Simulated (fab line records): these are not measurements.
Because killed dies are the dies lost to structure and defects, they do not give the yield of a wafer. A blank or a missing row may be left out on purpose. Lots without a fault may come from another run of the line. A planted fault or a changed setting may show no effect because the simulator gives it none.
fab line records	flow n5-finfet
record lots=7	wafers=39
route steps=1938 shown ZERO_LAYER@4 DUMMY_GATE@246 SD_EPI_P@321 SD_ACTIVATION@330 MOL_CONTACT_COAG@531
start-h: hours from the record's first day to the start of the lot's first wafer shown	wait-h: hours since the lot's step before	" as in the row above	L1.1+2: a single row standing in for several wafers	- either no value or no given start	* or withheld: withheld	< > ~ a bound
route shown NAME@n: a module of which the file shows steps, and the number in the route of the first	usual: mean/standard deviation of fault-free wafers	same: alike in all rows	chamber/n: place in a boat	sites: the reading at each site	_std_site: standard deviation across them	_edge_site: outer sites' mean less inner sites'	radius-mm: how far each site lies from the wafer's centre	mask NAME#n: copy n	behind: the most recent tool/chamber to have shaped the wafer	hold: cause of the lot's hold/its duration in hours/its outcome	device: the n, p or np transistor that did not switch	end of line: the same wafers' tests at the end of the route	where a step has no rows: the recipe by itself	killed: count of dies lost to structure and defects at first sort (not the wafer's yield)	map: a wafer's dies, x killed, . not, _ none there
set.NAME: the setting the step ran with; set.NAME@STEP: the setting that earlier step ran with	model.NAME: the simulator's own value behind a step, which no gauge read
one table per step and one row per wafer, for lots whose settings were changed on purpose
## steps
# step N5_ZERO_LAYER_PECVD_02
# recipe material=SiO2	target-thk-a=100	temp-c=400	precursor=SiH4/N2O	pressure-torr=0.75	rf-w=275	time-s=6
lot.wafer	tool	chamber	start-h	wait-h	set.target-thk-a	model.SiO2_of_ZERO_LAYER_PECVD_02.thk-nm
L075.1	pecvd-02	0	18.32	0.0	86.28	8.545
L075.2	"	2	"	"	100	9.846
L075.3	"	1	"	"	86.28	8.758
L075.4	"	2	"	"	100	10.18
L075.5	"	1	"	"	100	10.19
L075.6	"	0	"	"	86.28	8.597
L079.1	pecvd-03	0	42.28	0.0	107.4	10.88
L079.2	"	1	"	"	107.4	10.77
L079.3	"	1	"	"	100	10.24
L079.4	"	0	"	"	100	10.41
L079.5	"	1	"	"	107.4	10.99
L079.6	"	0	"	"	100	10.34
L082.1	pecvd-03	2	60.30	0.0	100	10.05
L082.2	"	1	"	"	100	10.08
L082.3	"	0	"	"	100	10.03
L082.4	"	1	"	"	100	10.28
L082.5	"	0	"	"	100	10.36
L082.6	"	2	"	"	100	10.16
L084.1	pecvd-04	2	72.28	0.0	100	9.646
L084.2	"	0	"	"	100	9.894
L084.3	"	1	"	"	100	10.05
L084.4	"	0	"	"	100	9.956
L084.5	"	2	"	"	100	9.953
L084.6	"	1	"	"	100	10.28
L086.1	pecvd-03	2	84.30	0.0	100	9.957
L086.2	"	1	"	"	100	9.98
L086.4	"	2	"	"	100	10.26
L087.1	pecvd-03	1	90.30	0.0	100	9.975
L087.2	"	0	"	"	93.99	9.368
L087.3	"	2	"	"	93.99	9.42
L087.4	"	1	"	"	93.99	9.757
L087.5	"	2	"	"	100	10.05
L087.6	"	0	"	"	100	10.2
L095.1	pecvd-04	2	138.28	0.0	100	9.964
L095.2	"	0	"	"	109	11.16
L095.3	"	1	"	"	109	11.22
L095.4	"	2	"	"	100	10.1
L095.5	"	1	"	"	100	10.52
L095.6	"	0	"	"	109	11.26
# step N5_DUMMY_GATE_ETCH_32
# recipe chemistry=CF4	target=SiO2	target-depth-a=35	time-s=3.9	ion-energy-ev=350	pressure-mtorr=10	icp-w=800	bias-w=400	cf4-flow-sccm=80
lot.wafer	tool	chamber	start-h	wait-h	set.time-s	model.etch.depth-nm
L075.1	rie-si-02	3	56.57	0.1	3.07	2.756
L075.2	"	0	"	"	3.9	3.568
L075.3	"	2	"	"	3.07	2.641
L075.4	"	1	"	"	3.07	2.654
L075.5	"	2	"	"	3.9	3.35
L075.6	"	3	"	"	3.9	3.483
L079.1	rie-si-02	2	76.49	0.1	3.9	3.389
L079.2	"	1	"	"	3.9	3.388
L079.3	"	3	"	"	3.9	3.529
L079.4	"	2	"	"	3.9	3.402
L079.5	"	3	"	"	3.9	3.468
L079.6	"	1	"	"	3.9	3.399
L082.1	rie-si-05	3	96.03	0.1	3.9	3.46
L082.2	"	0	"	"	3.9	3.551
L082.3	"	1	"	"	3.312	2.978
L082.4	"	1	"	"	3.312	2.964
L082.5	"	0	"	"	3.9	3.568
L082.6	"	3	"	"	3.312	2.974
L084.1	rie-si-04	1	109.66	0.1	3.9	3.556
L084.2	"	0	"	"	3.9	3.444
L084.3	"	3	"	"	4.338	3.949
L084.4	"	2	"	"	4.338	3.82
L084.5	"	0	"	"	4.338	3.852
L084.6	"	1	"	"	3.9	3.573
L086.1	rie-si-04	0	121.85	0.1	3.9	3.443
L086.2	"	1	"	"	3.9	3.535
L086.4	"	3	"	"	3.9	3.517
L087.1	rie-si-05	0	127.51	0.1	3.9	3.537
L087.2	"	3	"	"	3.389	3.002
L087.3	"	2	"	"	3.389	3.079
L087.4	"	1	"	"	3.9	3.475
L087.5	"	3	"	"	3.389	3.015
L087.6	"	0	"	"	3.9	3.552
L095.1	rie-si-02	0	174.26	0.1	3.25	2.972
L095.2	"	2	"	"	3.9	3.395
L095.3	"	3	"	"	3.25	2.945
L095.4	"	1	"	"	3.9	3.392
L095.5	"	0	"	"	3.25	2.958
L095.6	"	3	"	"	3.9	3.516
# step N5_SD_EPI_P_EPI_21
# recipe material=SiGe:B	dopant=B	temp-c=550	pressure-torr=20	ambient=H2	time-s=355
lot.wafer	tool	chamber	start-h	wait-h	set.temp-c	model.SiGe-B_of_SD_EPI_P_EPI_21.thk-nm
L075.1+5	epi-rpcvd-02	0	64.16	0.1	550	60.6
L075.2	"	0	"	"	550	60.4
L075.3	"	0	"	"	546	55.4
L075.4	"	0	"	"	546	54.8
L075.6	"	0	"	"	546	55
L079.1	epi-rpcvd-02	0	84.93	0.2	550	61.2
L079.2+3	"	0	"	"	550	62.2
L079.4	"	0	"	"	546.4	57.6
L079.5+6	"	0	"	"	546.4	57.2
L082.1	epi-rpcvd-01	0	104.18	0.1	552.6	65.8
L082.2	"	0	"	"	550	62
L082.3	"	0	"	"	552.6	64.8
L082.4	"	0	"	"	552.6	66
L082.5	"	0	"	"	550	61.4
L082.6	"	0	"	"	550	61.6
L084.1	epi-rpcvd-01	0	118.11	0.1	550	60.2
L084.2	"	0	"	"	552.4	63.4
L084.3	"	0	"	"	550	59.8
L084.4	"	0	"	"	550	60.4
L084.5	"	0	"	"	552.4	64
L084.6	"	0	"	"	552.4	63.8
L086.1	epi-rpcvd-04	0	129.23	0.2	550	61.6
L086.2	"	0	"	"	550	61.8
L086.4	"	0	"	"	550	60.6
L087.1	epi-rpcvd-04	0	138.50	0.3	550	60
L087.2+3+6	"	0	"	"	550	61
L087.4	"	0	140.42	2.0	550	60.4
L087.5	"	0	"	"	550	61.6
L095.1	epi-rpcvd-04	0	182.04	0.1	550	62
L095.2	"	0	"	"	550	61.2
L095.3	"	0	"	"	548	58.8
L095.4	"	0	"	"	548	57.6
L095.5	"	0	"	"	548	58.4
L095.6	"	0	"	"	550	61
# step N5_SD_EPI_P_EPI_MEAS_23
# recipe mode=xrd
# usual thk-nm=60.9/1.4
lot.wafer	tool	chamber	start-h	wait-h	set.temp-c@SD_EPI_P_EPI_21	thk-nm
L075.1	film-metro-02	-	66.35	1.8	550	59.3
L075.2	"	-	"	"	550	61.2
L075.3	"	-	"	"	546	54.0
L075.4	"	-	"	"	546	53.6
L075.5	"	-	"	"	550	59.6
L075.6	"	-	"	"	546	55.8
L079.1	film-metro-01	-	87.84	2.4	550	60.7
L079.2	"	-	"	"	550	62.1
L079.3	"	-	"	"	550	64.3
L079.4	"	-	"	"	546.4	58.7
L079.5	"	-	"	"	546.4	56.8
L079.6	"	-	"	"	546.4	59.3
L082.1	film-metro-01	-	106.37	1.8	552.6	66.8
L082.2	"	-	"	"	550	62.3
L082.3	"	-	"	"	552.6	64.5
L082.4	"	-	"	"	552.6	65.4
L082.5	"	-	"	"	550	62.6
L082.6	"	-	"	"	550	61.4
L084.1	film-metro-02	-	120.30	1.8	550	61.1
L084.2	"	-	"	"	552.4	65.0
L084.3	"	-	"	"	550	59.5
L084.4	"	-	"	"	550	58.4
L084.5	"	-	"	"	552.4	64.0
L084.6	"	-	"	"	552.4	63.0
L086.1	film-metro-02	-	132.15	2.4	550	62.6
L086.2	"	-	"	"	550	62.7
L086.4	"	-	"	"	550	60.6
L087.1	film-metro-02	-	142.39	3.3	550	61.4
L087.2	"	-	"	"	550	61.9
L087.3	"	-	"	"	550	60.7
L087.4	"	-	"	"	550	59.9
L087.5	"	-	"	"	550	61.4
L087.6	"	-	"	"	550	58.3
L095.1	film-metro-01	-	184.24	1.8	550	61.6
L095.2	"	-	"	"	550	60.6
L095.3	"	-	"	"	548	58.3
L095.4	"	-	"	"	548	56.6
L095.5	"	-	"	"	548	58.2
L095.6	"	-	"	"	550	61.5
# step N5_SD_EPI_P_HM_STRIP_48
# recipe chemistry=H3PO4	temp-c=160	material=SiNx	target=SiNx	target-depth-a=30	overetch-fraction=0.3
# step N5_SD_EPI_P_SRD_49
# recipe dry=ipa-marangoni	time-s=30	temp-c=23	rinse-liquid=diw
# step N5_SD_EPI_P_PRECLEAN_24
# recipe chemistry=O3/DIW	time-s=45	temp-c=22	o3-ppm=10
lot.wafer	tool	chamber	start-h	wait-h	set.temp-c@SD_EPI_P_EPI_21	model.SiGe-B_of_SD_EPI_P_EPI_21.thk-nm
L075.1+5	wet-bench-05	4,0	66.47	0.0	550	60.2
L075.2	"	6	"	"	550	60
L075.3	"	5	"	"	546	55
L075.4	"	1	"	"	546	54.4
L075.6	"	7	"	"	546	54.6
L079.1	wet-bench-05	6	87.96	0.0	550	60.8
L079.2+3	"	2,3	"	"	550	61.6
L079.4	"	1	"	"	546.4	57.2
L079.5+6	"	7,0	"	"	546.4	56.8
L082.1	wet-bench-04	2	106.48	0.0	552.6	65.2
L082.2	"	6	"	"	550	61.6
L082.3	"	5	"	"	552.6	64.4
L082.4	"	4	"	"	552.6	65.4
L082.5	"	3	"	"	550	60.8
L082.6	"	1	"	"	550	61.2
L084.1	wet-bench-05	0	120.42	0.0	550	59.8
L084.2	"	6	"	"	552.4	63
L084.3	"	7	"	"	550	59.4
L084.4	"	1	"	"	550	60
L084.5	"	2	"	"	552.4	63.6
L084.6	"	3	"	"	552.4	63.4
L086.1	wet-bench-04	6	132.25	0.0	550	61
L086.2	"	5	"	"	550	61.2
L086.4	"	4	"	"	550	60.2
L087.1	wet-bench-04	2	142.57	0.0	550	59.6
L087.2+3	"	1,6	"	"	550	60.6
L087.4	"	7	"	"	550	60
L087.5	"	3	"	"	550	61
L087.6	"	0	"	"	550	60.4
L095.1	wet-bench-06	5	184.41	0.0	550	61.4
L095.2+6	"	1,6	"	"	550	60.6
L095.3	"	7	"	"	548	58.4
L095.4	"	0	"	"	548	57.2
L095.5	"	4	"	"	548	58
# step N5_SD_EPI_P_PRECLEAN_32
# recipe chemistry=dHF	time-s=10	dilution=500:1	temp-c=25
# step N5_SD_EPI_P_PRECLEAN_33
# recipe chemistry=SC2	time-s=45	temp-c=35	mix=1:1:50
# step N5_SD_ACTIVATION_RTA_00
# recipe temp-c=975	time-s=0	ambient=N2	idle-temp-c=600	ramp-up-c-per-s=150	ramp-down-c-per-s=60	cool-to-c=600
# step N5_SD_ACTIVATION_LSA_01
# recipe temp-c=1080	time-s=0.0008	ambient=N2
# step N5_SD_ACTIVATION_RS_MEAS_03
# recipe thk-meas-gauge=four-point-probe
# usual RS_SD_N=21.93/0.28	RS_SD_P=56.3/0.9
lot.wafer	tool	chamber	start-h	wait-h	set.temp-c@SD_EPI_P_EPI_21	RS_SD_N[ohm/sq]	RS_SD_P[ohm/sq]
L075.1	film-metro-01	-	66.97	0.2	550	22.14	56.8
L075.2	"	-	"	"	550	22.08	57.0
L075.3	"	-	"	"	546	21.95	62.7
L075.4	"	-	"	"	546	22.35	63.1
L075.5	"	-	"	"	550	22.37	56.3
L075.6	"	-	"	"	546	22.34	63.9
L079.1	film-metro-01	-	88.60	0.2	550	21.83	56.1
L079.2	"	-	"	"	550	21.96	55.2
L079.3	"	-	"	"	550	21.86	55.1
L079.4	"	-	"	"	546.4	21.79	59.9
L079.5	"	-	"	"	546.4	21.92	60.1
L079.6	"	-	"	"	546.4	22.00	60.2
L082.1	film-metro-01	-	106.98	0.2	552.6	21.80	52.0
L082.2	"	-	"	"	550	22.28	55.4
L082.3	"	-	"	"	552.6	21.95	52.0
L082.4	"	-	"	"	552.6	22.00	51.4
L082.5	"	-	"	"	550	21.68	55.3
L082.6	"	-	"	"	550	22.05	55.2
L084.1	film-metro-02	-	120.92	0.2	550	21.70	57.2
L084.2	"	-	"	"	552.4	21.74	54.1
L084.3	"	-	"	"	550	21.81	58.0
L084.4	"	-	"	"	550	21.77	57.2
L084.5	"	-	"	"	552.4	21.83	54.3
L084.6	"	-	"	"	552.4	21.89	53.9
L086.1	film-metro-02	-	132.76	0.2	550	22.68	55.8
L086.2	"	-	"	"	550	22.11	55.7
L086.4	"	-	"	"	550	22.40	56.1
L087.1	film-metro-02	-	143.13	0.2	550	21.37	58.4
L087.2	"	-	"	"	550	21.61	56.7
L087.3	"	-	"	"	550	21.90	57.1
L087.4	"	-	"	"	550	22.17	57.6
L087.5	"	-	"	"	550	21.76	56.3
L087.6	"	-	"	"	550	21.11	57.0
L095.1	film-metro-01	-	184.96	0.2	550	22.06	54.9
L095.2	"	-	"	"	550	21.81	55.2
L095.3	"	-	"	"	548	22.05	57.8
L095.4	"	-	"	"	548	22.11	59.1
L095.5	"	-	"	"	548	22.08	58.4
L095.6	"	-	"	"	550	21.90	55.8
# step N5_MOL_CONTACT_COAG_ETCH_105
# recipe chemistry=CF4	target=SiARC	target-depth-a=156	mask-material=CAR-EUV	time-s=26	ion-energy-ev=80	pressure-mtorr=40	source-w=545	bias-w=36	Ar_flow_sccm=100	cf4-flow-sccm=100	ends=cleared
# usual rf-vpp-V=184.0/1.3
lot.wafer	tool	chamber	start-h	wait-h	set.bias-w	rf-vpp-V
L075.1	rie-diel-06	2	96.66	0.0	36	185.2
L075.2	"	3	"	"	39.07	192.4
L075.3	"	1	"	"	36	184.3
L075.4	"	0	"	"	39.07	192.6
L075.5	"	3	"	"	39.07	193.2
L075.6	"	2	"	"	36	183.6
L079.1	rie-diel-05	3	118.75	0.0	42.15	202.3
L079.2	"	2	"	"	36	185.3
L079.3	"	1	"	"	36	184.9
L079.4	"	0	"	"	42.15	205.2
L079.5	"	3	"	"	42.15	204.3
L079.6	"	2	"	"	36	182.6
L082.1	rie-diel-06	3	136.10	0.0	31.64	168.2
L082.2	"	0	"	"	31.64	168.9
L082.3	"	2	"	"	36	183.8
L082.4	"	2	"	"	31.64	168.9
L082.5	"	0	"	"	36	183.3
L082.6	"	3	"	"	36	184.0
L084.1	rie-diel-06	1	149.68	0.0	36	184.2
L084.2	"	2	"	"	36	185.7
L084.3	"	0	"	"	36	182.8
L084.4	"	0	"	"	36	183.5
L084.5	"	1	"	"	36	184.5
L084.6	"	2	"	"	36	184.5
L086.1	rie-diel-04	3	162.72	0.0	36	183.4
L086.2	"	0	"	"	36	184.8
L086.4	"	2	"	"	36	185.5
L087.1	rie-diel-06	2	171.87	0.0	40.19	196.9
L087.2	"	1	"	"	36	184.0
L087.3	"	0	"	"	36	183.0
L087.4	"	2	"	"	40.19	195.8
L087.5	"	1	"	"	40.19	198.9
L087.6	"	0	"	"	36	183.0
L095.1	rie-diel-06	2	215.42	0.0	36	183.9
L095.2	"	3	"	"	36	186.7
L095.3	"	0	"	"	33.38	174.9
L095.4	"	1	"	"	33.38	172.7
L095.5	"	3	"	"	36	185.9
L095.6	"	0	"	"	33.38	174.8
# step N5_MOL_CONTACT_COAG_EXPOSE_81
# recipe mask-id=VG	na=0.33	source-shape=annular	sigma-inner=0.3	sigma-outer=0.7	polarization=unpolarized	defocus-nm=0	dose-mj=59.5
lot.wafer	tool	chamber	start-h	wait-h	mask	set.dose-mj
L075.1+2+3+4+5+6	euv-scanner-02	0	105.61	-	VG#0	59.5
L079.1+4+6	euv-scanner-01	0	128.27	-	VG#0	55.61
L079.2+3+5	"	0	"	"	VG#0	59.5
L082.1+3+5	euv-scanner-02	0	146.49	-	VG#0	59.5
L082.2+4+6	"	0	"	"	VG#0	62.59
L084.1+2+4	euv-scanner-01	0	160.91	-	VG#0	59.5
L084.3+5+6	"	0	"	"	VG#0	61.6
L086.1+2+4	euv-scanner-01	0	171.87	-	VG#0	59.5
L087.1+2+5	euv-scanner-02	0	184.36	-	VG#0	62.72
L087.3+4+6	"	0	"	"	VG#0	59.5
L095.1+3+4	euv-scanner-01	0	225.99	-	VG#0	63.05
L095.2+5+6	"	0	"	"	VG#0	59.5
# step N5_MOL_CONTACT_COAG_PEB_82
# recipe peb-temp-c=100	peb-time-s=60	resist=CAR-EUV
# step N5_MOL_CONTACT_COAG_DEVELOP_83
# recipe develop-time-s=30	developer=TMAH	resist=CAR-EUV	rinse-liquid=surfactant-rinse	dry=air-spin	dev-temp-c=23
# step N5_MOL_CONTACT_COAG_CD_MEAS_84
# recipe target-cd-nm=25.1	landing-energy-ev=500	detector=se-inlens	polarity=opening
# usual cd-nm=25.05/0.22
lot.wafer	tool	chamber	start-h	wait-h	set.dose-mj@MOL_CONTACT_COAG_EXPOSE_81	cd-nm
L075.1	cd-sem-03	0	105.76	-	59.5	25.31
L075.2	"	0	"	"	59.5	24.78
L075.3	"	0	"	"	59.5	25.09
L075.4	"	0	"	"	59.5	24.95
L075.5	"	0	"	"	59.5	24.64
L075.6	"	0	"	"	59.5	25.04
L079.1	cd-sem-03	0	128.41	-	55.61	23.39
L079.2	"	0	"	"	59.5	24.81
L079.3	"	0	"	"	59.5	24.76
L079.4	"	0	"	"	55.61	23.19
L079.5	"	0	"	"	59.5	24.73
L079.6	"	0	"	"	55.61	23.22
L082.1	cd-sem-01	0	146.63	-	59.5	25.22
L082.2	"	0	"	"	62.59	25.90
L082.3	"	0	"	"	59.5	25.57
L082.4	"	0	"	"	62.59	26.23
L082.5	"	0	"	"	59.5	25.35
L082.6	"	0	"	"	62.59	25.99
L084.1	cd-sem-02	0	161.06	-	59.5	24.93
L084.2	"	0	"	"	59.5	24.68
L084.3	"	0	"	"	61.6	25.32
L084.4	"	0	"	"	59.5	24.86
L084.5	"	0	"	"	61.6	25.80
L084.6	"	0	"	"	61.6	26.12
L086.1	cd-sem-02	0	172.02	-	59.5	25.04
L086.2	"	0	"	"	59.5	24.97
L086.4	"	0	"	"	59.5	25.14
L087.1	cd-sem-01	0	184.50	-	62.72	26.11
L087.2	"	0	"	"	62.72	26.19
L087.3	"	0	"	"	59.5	25.08
L087.4	"	0	"	"	59.5	25.33
L087.5	"	0	"	"	62.72	25.90
L087.6	"	0	"	"	59.5	25.08
L095.1	cd-sem-01	0	226.13	-	63.05	26.02
L095.2	"	0	"	"	59.5	25.07
L095.3	"	0	"	"	63.05	26.09
L095.4	"	0	"	"	63.05	25.97
L095.5	"	0	"	"	59.5	25.22
L095.6	"	0	"	"	59.5	24.85
# step N5_MOL_CONTACT_COAG_PRECLEAN_144
# recipe chemistry=alkaline-clean	temp-c=60	time-s=60	do-ppb=50
# step N5_MOL_CONTACT_COAG_SRD_145
# recipe dry=ipa-marangoni	time-s=30	temp-c=23	rinse-liquid=diw
# step N5_MOL_CONTACT_COAG_CD_MEAS_137
# recipe target-cd-nm=16
# usual cd-nm=16.0/0.31
lot.wafer	tool	chamber	start-h	wait-h	set.dose-mj@MOL_CONTACT_COAG_EXPOSE_81	cd-nm
L075.1	cd-sem-02	-	106.73	0.0	59.5	16.0
L075.2	"	-	"	"	59.5	15.4
L075.3	"	-	"	"	59.5	15.8
L075.4	"	-	"	"	59.5	15.5
L075.5	"	-	"	"	59.5	15.9
L075.6	"	-	"	"	59.5	16.2
L079.1	cd-sem-01	-	129.34	0.0	55.61	14.3
L079.2	"	-	"	"	59.5	16.3
L079.3	"	-	"	"	59.5	15.4
L079.4	"	-	"	"	55.61	14.9
L079.5	"	-	"	"	59.5	15.9
L079.6	"	-	"	"	55.61	15.2
L082.1	cd-sem-03	-	147.67	0.0	59.5	16.3
L082.2	"	-	"	"	62.59	17.4
L082.3	"	-	"	"	59.5	16.4
L082.4	"	-	"	"	62.59	17.3
L082.5	"	-	"	"	59.5	16.2
L082.6	"	-	"	"	62.59	17.2
L084.1	cd-sem-01	-	162.42	0.0	59.5	16.0
L084.2	"	-	"	"	59.5	15.9
L084.3	"	-	"	"	61.6	16.2
L084.4	"	-	"	"	59.5	15.5
L084.5	"	-	"	"	61.6	16.7
L084.6	"	-	"	"	61.6	16.4
L086.1	cd-sem-02	-	172.95	0.0	59.5	16.5
L086.2	"	-	"	"	59.5	15.7
L086.4	"	-	"	"	59.5	15.6
L087.1	cd-sem-02	-	186.19	0.0	62.72	17.3
L087.2	"	-	"	"	62.72	17.2
L087.3	"	-	"	"	59.5	16.2
L087.4	"	-	"	"	59.5	15.5
L087.5	"	-	"	"	62.72	17.0
L087.6	"	-	"	"	59.5	15.8
L095.1	cd-sem-02	-	227.48	0.0	63.05	16.6
L095.2	"	-	"	"	59.5	15.8
L095.3	"	-	"	"	63.05	16.9
L095.4	"	-	"	"	63.05	17.0
L095.5	"	-	"	"	59.5	15.8
L095.6	"	-	"	"	59.5	15.9
## key
split step=N5_ZERO_LAYER_PECVD_02	setting=target-thk-a	stated=100	by=wafer
response step=N5_ZERO_LAYER_PECVD_02	reading=model.SiO2_of_ZERO_LAYER_PECVD_02.thk-nm	change=+0.101	per=1%	r=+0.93
split step=N5_DUMMY_GATE_ETCH_32	setting=time-s	stated=3.9	by=wafer
response step=N5_DUMMY_GATE_ETCH_32	reading=model.etch.depth-nm	change=+0.0345	per=1%	r=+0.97
split step=N5_SD_EPI_P_EPI_21	setting=temp-c	stated=550	by=wafer
response step=N5_SD_EPI_P_EPI_21	reading=model.SiGe-B_of_SD_EPI_P_EPI_21.thk-nm	change=+7.64	per=1%	r=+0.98
response step=N5_SD_EPI_P_EPI_MEAS_23	reading=thk-nm	change=*	per=1%	r=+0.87
response step=N5_SD_EPI_P_PRECLEAN_24	reading=model.SiGe-B_of_SD_EPI_P_EPI_21.thk-nm	change=+7.53	per=1%	r=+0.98
response step=N5_SD_ACTIVATION_RS_MEAS_03	reading=RS_SD_P	change=-8.02	per=1%	r=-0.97
split step=N5_MOL_CONTACT_COAG_ETCH_105	setting=bias-w	stated=36	by=wafer
response step=N5_MOL_CONTACT_COAG_ETCH_105	reading=rf-vpp-V	change=+1.19	per=1%	r=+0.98
split step=N5_MOL_CONTACT_COAG_EXPOSE_81	setting=dose-mj	stated=59.5	by=wafer
response step=N5_MOL_CONTACT_COAG_CD_MEAS_84	reading=cd-nm	change=+0.185	per=1%	r=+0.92
response step=N5_MOL_CONTACT_COAG_CD_MEAS_137	reading=cd-nm	change=+0.183	per=1%	r=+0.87
